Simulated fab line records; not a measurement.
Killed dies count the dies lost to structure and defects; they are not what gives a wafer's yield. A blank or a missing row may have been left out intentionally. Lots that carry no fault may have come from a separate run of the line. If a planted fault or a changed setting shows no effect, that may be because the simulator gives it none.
fab line records -- flow n5_finfet
record lots=13, wafers=37, last_day=17
route steps=1938 shown BEOL_M15@1828 MIM_BOT_LITHO@1859 PASSIVATION@1936
lots with no fault: from the same line, run without faults
start_h: the number of hours between the record's first day and the start of the first shown wafer of the lot -- wait_h: hours elapsed since this lot's preceding step -- " as in the row above -- L1.1+2: a row that stands for several wafers -- - no value present, or no start provided -- * or withheld: withheld -- < > ~ a bound
route shown NAME@n: NAME is a module with steps in the file, n the number in the route of the first one -- usual: mean/standard deviation taken from wafers without a fault -- same: alike in all rows -- chamber/n: place in a boat -- sites: the reading at each site -- _std_site: their standard deviation -- _edge_site: outer sites' mean less inner sites' -- radius_mm: for every site, how far away it sits from the centre of the wafer -- mask NAME#n: copy n -- behind: the tool/chamber that last shaped the wafer -- hold: what put the lot on hold/how long, in hours/how the hold closed -- device: the transistor (n, p or np) that didn't switch -- end of line: the same wafers' tests at the end of the route -- a step given without rows: its recipe and nothing more -- killed: dies lost to structure and defects at the first sort, not the wafer's yield -- map: dies across one wafer; x = killed, . = not, _ = none there
set.NAME: the run value of the setting; set.NAME@STEP: its run value at that earlier step -- model.NAME: the simulator's own value behind a step, which no gauge read
route steps across a sampled set of lots; one table per step, one row per wafer
services: when a tool's chamber went out of use (start_h, in hours from the record's first day, below 0 if earlier), for how many hours, and the reason
## steps
# step N5_BEOL_M15_RS_MEAS_54
# recipe thk_meas_gauge=four-point-probe, reads=Cu_of_BEOL_M15_ECD_47+Ta_of_BEOL_M15_SPUTTER_44+TaN_of_BEOL_M15_SPUTTER_43
# usual M15_RS=0.0217/0.00048
lot.wafer,tool,chamber,start_h,wait_h,M15_RS[ohm/sq]
L541.3,film_metro-01,-,249.06,0.1,0.0210
L541.4,film_metro-01,-,249.06,0.1,0.0216
L541.5,film_metro-01,-,249.06,0.1,0.0216
L542.1,film_metro-02,-,260.55,0.0,0.0213
L542.2,film_metro-02,-,260.55,0.0,0.0211
L542.3,film_metro-02,-,260.55,0.0,0.0219
L543.2,film_metro-02,-,263.90,0.1,0.0209
L543.3,film_metro-02,-,263.90,0.1,0.0211
L543.6,film_metro-02,-,263.90,0.1,0.0210
L544.1,film_metro-01,-,266.43,0.0,0.0217
L544.3,film_metro-01,-,266.43,0.0,0.0216
L544.6,film_metro-01,-,266.43,0.0,0.0216
L545.1,film_metro-02,-,272.57,0.1,0.0217
L545.5,film_metro-02,-,272.57,0.1,0.0216
L545.6,film_metro-02,-,272.57,0.1,0.0222
L546.3,film_metro-01,-,277.24,0.1,0.0216
L546.4,film_metro-01,-,277.24,0.1,0.0216
L546.5,film_metro-01,-,277.24,0.1,0.0214
L550.1,film_metro-02,-,314.31,0.0,0.0217
L550.5,film_metro-02,-,314.31,0.0,0.0220
L557.3,film_metro-02,-,349.26,0.1,0.0220
L557.5,film_metro-02,-,349.26,0.1,0.0219
L558.1,film_metro-01,-,358.34,0.1,0.0213
L558.3,film_metro-01,-,358.34,0.1,0.0221
L558.5,film_metro-01,-,358.34,0.1,0.0215
L559.2,film_metro-01,-,360.43,0.1,0.0211
L559.4,film_metro-01,-,360.43,0.1,0.0220
L559.5,film_metro-01,-,360.43,0.1,0.0221
L561.2,film_metro-02,-,365.06,0.1,0.0216
L561.4,film_metro-02,-,365.06,0.1,0.0220
L561.6,film_metro-02,-,365.06,0.1,0.0218
L562.1,film_metro-02,-,377.61,0.1,0.0218
L562.2,film_metro-02,-,377.61,0.1,0.0213
L562.4,film_metro-02,-,377.61,0.1,0.0217
L563.1,film_metro-01,-,389.04,0.0,0.0230
L563.5,film_metro-01,-,389.04,0.0,0.0218
L563.6,film_metro-01,-,389.04,0.0,0.0223
# step N5_BEOL_M15_INSPECT_55
# recipe inspect_instrument=darkfield, mode=post_dep
# usual raw_defect_count=72/23
lot.wafer,tool,chamber,start_h,wait_h,raw_defect_count
L541.3,defect_inspect-02,-,249.09,0.0,58
L541.4,defect_inspect-02,-,249.09,0.0,49
L541.5,defect_inspect-02,-,249.09,0.0,63
L542.1,defect_inspect-01,-,260.57,0.0,80
L542.2,defect_inspect-01,-,260.57,0.0,81
L542.3,defect_inspect-01,-,260.57,0.0,97
L543.2,defect_inspect-02,-,263.92,0.0,147
L543.3,defect_inspect-02,-,263.92,0.0,88
L543.6,defect_inspect-02,-,263.92,0.0,86
L544.1,defect_inspect-02,-,266.46,0.0,125
L544.3,defect_inspect-02,-,266.46,0.0,76
L544.6,defect_inspect-02,-,266.46,0.0,83
L545.1,defect_inspect-01,-,272.59,0.0,87
L545.5,defect_inspect-01,-,272.59,0.0,69
L545.6,defect_inspect-01,-,272.59,0.0,74
L546.3,defect_inspect-01,-,277.27,0.0,49
L546.4,defect_inspect-01,-,277.27,0.0,44
L546.5,defect_inspect-01,-,277.27,0.0,53
L550.1,defect_inspect-01,-,314.34,0.0,42
L550.5,defect_inspect-01,-,314.34,0.0,114
L557.3,defect_inspect-01,-,349.28,0.0,126
L557.5,defect_inspect-01,-,349.28,0.0,76
L558.1,defect_inspect-02,-,358.37,0.0,42
L558.3,defect_inspect-02,-,358.37,0.0,46
L558.5,defect_inspect-02,-,358.37,0.0,54
L559.2,defect_inspect-01,-,360.46,0.0,81
L559.4,defect_inspect-01,-,360.46,0.0,84
L559.5,defect_inspect-01,-,360.46,0.0,75
L561.2,defect_inspect-02,-,365.09,0.0,89
L561.4,defect_inspect-02,-,365.09,0.0,104
L561.6,defect_inspect-02,-,365.09,0.0,98
L562.1,defect_inspect-02,-,377.63,0.0,103
L562.2,defect_inspect-02,-,377.63,0.0,34
L562.4,defect_inspect-02,-,377.63,0.0,81
L563.1,defect_inspect-01,-,389.07,0.0,85
L563.5,defect_inspect-01,-,389.07,0.0,70
L563.6,defect_inspect-01,-,389.07,0.0,54
# step N5_MIM_BOT_LITHO_PEB_06
# recipe peb_temp_c=withheld, peb_time_s=*
lot.wafer,tool,chamber,start_h,wait_h
L541.3+4+5,litho_track-03,0,254.88,0.0
L542.1+2+3,litho_track-02,0,264.91,0.1
L543.2+3+6,litho_track-05,0,267.33,0.0
L544.1+3+6,litho_track-03,0,271.33,0.1
L545.1+5+6,litho_track-03,0,276.20,0.1
L546.3+4+5,litho_track-02,0,281.53,0.0
L550.1+5,litho_track-02,0,319.54,0.1
L557.3+5,litho_track-03,0,354.34,0.0
L558.1+3+5,litho_track-05,0,361.54,0.1
L559.2+4+5,litho_track-03,0,364.69,0.0
L561.2+4+6,litho_track-03,0,370.30,0.0
L562.1+2+4,litho_track-03,0,382.50,0.1
L563.1+5+6,litho_track-05,0,395.90,0.1
# step N5_MIM_BOT_LITHO_CD_MEAS_08
# recipe target_cd_nm=3000, landing_energy_ev=500, detector=se_inlens, polarity=opening
# usual cd_nm=3000.2/2.4
lot.wafer,tool,chamber,start_h,wait_h,cd_nm
L541.3,cd_sem-03,0,255.00,-,3003.0
L541.4,cd_sem-03,0,255.00,-,3002.6
L541.5,cd_sem-03,0,255.00,-,2996.0
L542.1,cd_sem-01,0,265.03,-,3002.2
L542.2,cd_sem-01,0,265.03,-,2998.9
L542.3,cd_sem-01,0,265.03,-,3002.8
L543.2,cd_sem-03,0,267.45,-,2999.9
L543.3,cd_sem-03,0,267.45,-,2999.1
L543.6,cd_sem-03,0,267.45,-,2999.4
L544.1,cd_sem-01,0,271.45,-,2995.7
L544.3,cd_sem-01,0,271.45,-,2998.7
L544.6,cd_sem-01,0,271.45,-,3000.2
L545.1,cd_sem-01,0,276.32,-,3000.1
L545.5,cd_sem-01,0,276.32,-,3001.3
L545.6,cd_sem-01,0,276.32,-,3000.6
L546.3,cd_sem-03,0,281.65,-,3001.2
L546.4,cd_sem-03,0,281.65,-,3000.5
L546.5,cd_sem-03,0,281.65,-,2997.3
L550.1,cd_sem-02,0,319.66,-,3009.2
L550.5,cd_sem-02,0,319.66,-,3002.1
L557.3,cd_sem-03,0,354.46,-,2994.6
L557.5,cd_sem-03,0,354.46,-,2997.6
L558.1,cd_sem-03,0,361.66,-,2995.9
L558.3,cd_sem-03,0,361.66,-,3000.3
L558.5,cd_sem-03,0,361.66,-,2996.5
L559.2,cd_sem-02,0,364.81,-,3000.8
L559.4,cd_sem-02,0,364.81,-,3000.6
L559.5,cd_sem-02,0,364.81,-,3004.3
L561.2,cd_sem-03,0,370.42,-,2994.3
L561.4,cd_sem-03,0,370.42,-,2997.9
L561.6,cd_sem-03,0,370.42,-,2996.1
L562.1,cd_sem-02,0,382.62,-,3000.7
L562.2,cd_sem-02,0,382.62,-,3003.0
L562.4,cd_sem-02,0,382.62,-,2994.5
L563.1,cd_sem-01,0,396.02,-,2996.7
L563.5,cd_sem-01,0,396.02,-,2998.4
L563.6,cd_sem-01,0,396.02,-,2999.3
# step N5_MIM_BOT_LITHO_INSPECT_12
# recipe mode=adi, inspect_instrument=macro
# usual raw_defect_count=2.2/1.4
lot.wafer,tool,chamber,start_h,wait_h,raw_defect_count
L541.3,defect_inspect-02,-,255.05,0.0,5
L541.4,defect_inspect-02,-,255.05,0.0,1
L541.5,defect_inspect-02,-,255.05,0.0,0
L542.1,defect_inspect-01,-,265.08,0.0,0
L542.2,defect_inspect-01,-,265.08,0.0,3
L542.3,defect_inspect-01,-,265.08,0.0,2
L543.2,defect_inspect-01,-,267.51,0.0,5
L543.3,defect_inspect-01,-,267.51,0.0,4
L543.6,defect_inspect-01,-,267.51,0.0,0
L544.1,defect_inspect-02,-,271.50,0.0,4
L544.3,defect_inspect-02,-,271.50,0.0,1
L544.6,defect_inspect-02,-,271.50,0.0,1
L545.1,defect_inspect-01,-,276.38,0.0,3
L545.5,defect_inspect-01,-,276.38,0.0,0
L545.6,defect_inspect-01,-,276.38,0.0,5
L546.3,defect_inspect-01,-,281.71,0.0,1
L546.4,defect_inspect-01,-,281.71,0.0,3
L546.5,defect_inspect-01,-,281.71,0.0,3
L550.1,defect_inspect-01,-,319.72,0.0,2
L550.5,defect_inspect-01,-,319.72,0.0,0
L557.3,defect_inspect-01,-,354.51,0.0,3
L557.5,defect_inspect-01,-,354.51,0.0,2
L558.1,defect_inspect-02,-,361.72,0.0,0
L558.3,defect_inspect-02,-,361.72,0.0,3
L558.5,defect_inspect-02,-,361.72,0.0,0
L559.2,defect_inspect-01,-,364.87,0.0,4
L559.4,defect_inspect-01,-,364.87,0.0,3
L559.5,defect_inspect-01,-,364.87,0.0,2
L561.2,defect_inspect-02,-,370.47,0.0,2
L561.4,defect_inspect-02,-,370.47,0.0,3
L561.6,defect_inspect-02,-,370.47,0.0,1
L562.1,defect_inspect-01,-,382.67,0.0,2
L562.2,defect_inspect-01,-,382.67,0.0,1
L562.4,defect_inspect-01,-,382.67,0.0,5
L563.1,defect_inspect-02,-,396.07,0.0,3
L563.5,defect_inspect-02,-,396.07,0.0,2
L563.6,defect_inspect-02,-,396.07,0.0,3
# step N5_PASSIVATION_PROBE_49
# usual defect_limited_yield=91.4/1.4, killed_at_M0_to_M3=34/8.9, killed_at_M4_up=13/4.6, killed_at_contacts=12/5.5, killed_at_front_end=41/11, killed_at_other=3.1/2.9, killed_dies=102/16, killed_open=66/11, killed_short=34/7.6, sort_bin_5_function=5.1/0.89, sort_bin_6_memory=3.2/0.61, sort_bin_8_speed=0.02/0.12, sort_n_pass=1078/16, sort_yield_pct=91.3/1.4
# same gross_dies=1180, killed_at_back_side=0, sort_bin_4_leakage[%]=0
lot.wafer,tool,chamber,start_h,wait_h,defect_limited_yield[%],killed_at_M0_to_M3,killed_at_M4_up,killed_at_contacts,killed_at_front_end,killed_at_other,killed_dies,killed_open,killed_short,sort_bin_5_function[%],sort_bin_6_memory[%],sort_bin_8_speed[%],sort_n_pass,sort_yield_pct[%]
L545.1,prober-01,-,286.01,0.0,90.5,48,16,14,32,2,112,69,41,5.8,3.1,0,1068,90.5
L545.5,prober-01,-,286.21,0.2,89.8,54,12,5,46,3,120,71,49,6.7,3.1,0,1060,89.8
L545.6,prober-01,-,286.26,0.3,92.7,36,15,15,15,5,86,54,32,4.3,2.8,0,1094,92.7
L546.3,prober-02,-,290.44,0.1,90.8,45,10,16,37,1,109,68,41,5.1,3.6,0,1071,90.8
L546.4,prober-02,-,290.49,0.2,91.9,35,9,19,32,1,96,65,29,4.6,3.2,0,1084,91.9
L546.5,prober-02,-,290.54,0.2,92.9,31,14,7,29,3,84,53,31,4.4,2.5,0,1096,92.9
L563.1,prober-02,-,405.81,0.0,89.7,61,3,19,39,0,122,82,40,5.3,4.5,0,1058,89.7
L563.5,prober-02,-,406.01,0.2,91.5,44,8,8,39,1,100,73,27,4.9,3.2,0,1080,91.5
L563.6,prober-02,-,406.06,0.3,91.0,48,6,9,41,2,106,71,35,5.6,3.1,0,1074,91.0
# killed by level:class
L545.1 BEOL_M0_SAQP:geometric_particle:open=13 BEOL_M0_SAQP:geometric_particle:short=11 MOL_CONTACT_COAG:geometric_particle:open=11 FIN_SAQP:geometric_particle:open=10 BEOL_M1:geometric_particle:short=8 BEOL_M4:geometric_particle:open=8 BEOL_M3:geometric_particle:open=7 FIN_SAQP:geometric_particle:short=6
L545.5 BEOL_M0_SAQP:geometric_particle:open=21 BEOL_M0_SAQP:geometric_particle:short=18 FIN_SAQP:geometric_particle:short=13 BEOL_M1:geometric_particle:open=9 STI_FIN_REVEAL:geometric_particle:open=7 FIN_SAQP:geometric_particle:open=6 MOL_CONTACT_COAG:geometric_particle:open=5 BEOL_M4:geometric_particle:open=5
L545.6 BEOL_M0_SAQP:geometric_particle:short=15 MOL_CONTACT_COAG:geometric_particle:open=14 BEOL_M5:geometric_particle:open=8 BEOL_M0_SAQP:geometric_particle:open=7 BEOL_M2:geometric_particle:open=4 STARTING-WAFER:geometric_particle:open=4 BEOL_M1:geometric_particle:open=3 BEOL_M3:geometric_particle:open=3
L546.3 BEOL_M1:geometric_particle:open=16 MOL_CONTACT_COAG:geometric_particle:open=13 GATE_CUT:geometric_particle:short=8 STI_FIN_REVEAL:geometric_particle:open=7 BEOL_M3:geometric_particle:open=7 FIN_SAQP:geometric_particle:open=5 FIN_SAQP:geometric_particle:short=5 BEOL_M0_SAQP:geometric_particle:short=5
L546.4 MOL_CONTACT_COAG:geometric_particle:open=16 BEOL_M3:geometric_particle:open=11 BEOL_M1:geometric_particle:open=11 BEOL_M3:geometric_particle:short=7 FIN_SAQP:geometric_particle:open=5 DUMMY_GATE:geometric_particle:open=5 STARTING-WAFER:geometric_particle:short=5 FIN_SAQP:geometric_particle:short=4
L546.5 FIN_SAQP:geometric_particle:open=6 BEOL_M2:geometric_particle:open=6 STI_FIN_REVEAL:geometric_particle:open=5 DUMMY_GATE:geometric_particle:open=5 BEOL_M0_SAQP:geometric_particle:short=5 BEOL_M1:geometric_particle:open=5 MOL_CONTACT_COAG:geometric_particle:open=4 BEOL_M3:geometric_particle:short=4
L563.1 BEOL_M0_SAQP:geometric_particle:open=16 MOL_CONTACT_COAG:geometric_particle:open=15 FIN_SAQP:geometric_particle:open=13 BEOL_M2:geometric_particle:open=13 BEOL_M0_SAQP:geometric_particle:short=10 FIN_SAQP:geometric_particle:short=6 BEOL_M3:geometric_particle:open=5 STI_FIN_REVEAL:geometric_particle:open=4
L563.5 BEOL_M2:geometric_particle:open=12 BEOL_M3:geometric_particle:open=12 FIN_SAQP:geometric_particle:short=9 FIN_SAQP:geometric_particle:open=9 MOL_CONTACT_COAG:geometric_particle:open=8 BEOL_M0_SAQP:geometric_particle:open=8 BEOL_M0_SAQP:geometric_particle:short=7 STI_FIN_REVEAL:geometric_particle:open=7
L563.6 BEOL_M0_SAQP:geometric_particle:open=14 FIN_SAQP:geometric_particle:open=13 BEOL_M2:geometric_particle:open=12 BEOL_M0_SAQP:geometric_particle:short=7 FIN_SAQP:geometric_particle:short=6 DUMMY_GATE:geometric_particle:open=6 MOL_CONTACT_COAG:geometric_particle:open=6 GATE_CUT:geometric_particle:short=5
## services
tool,chamber,start_h,hours,kind
litho_track-03,-,312.00,-,consumable_replace:filter
## key
first_sign step=N5_MIM_BOT_LITHO_CD_MEAS_08, reading=cd_nm, direction=up, sigmas=3.7, usual=3000.2, struck=3009.2
effect none on later readings
met_at N5_MIM_BOT_LITHO_PEB_06
struck_lots L550
struck_wafers L550.1
not_acting_at N5_BEOL_M15_RS_MEAS_54,N5_BEOL_M15_INSPECT_55,N5_MIM_BOT_LITHO_INSPECT_12
onset_between 281.53 319.54
fault kind=process_parameter_drift, tool=litho_track-02, chamber=-, onset_h=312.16, steps=N5_MIM_BOT_LITHO_PEB_06, channel=peb_time_s, offset=*, shape=step, end_h=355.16, scope=struck_wafers_only, acts_in=*, stated=*
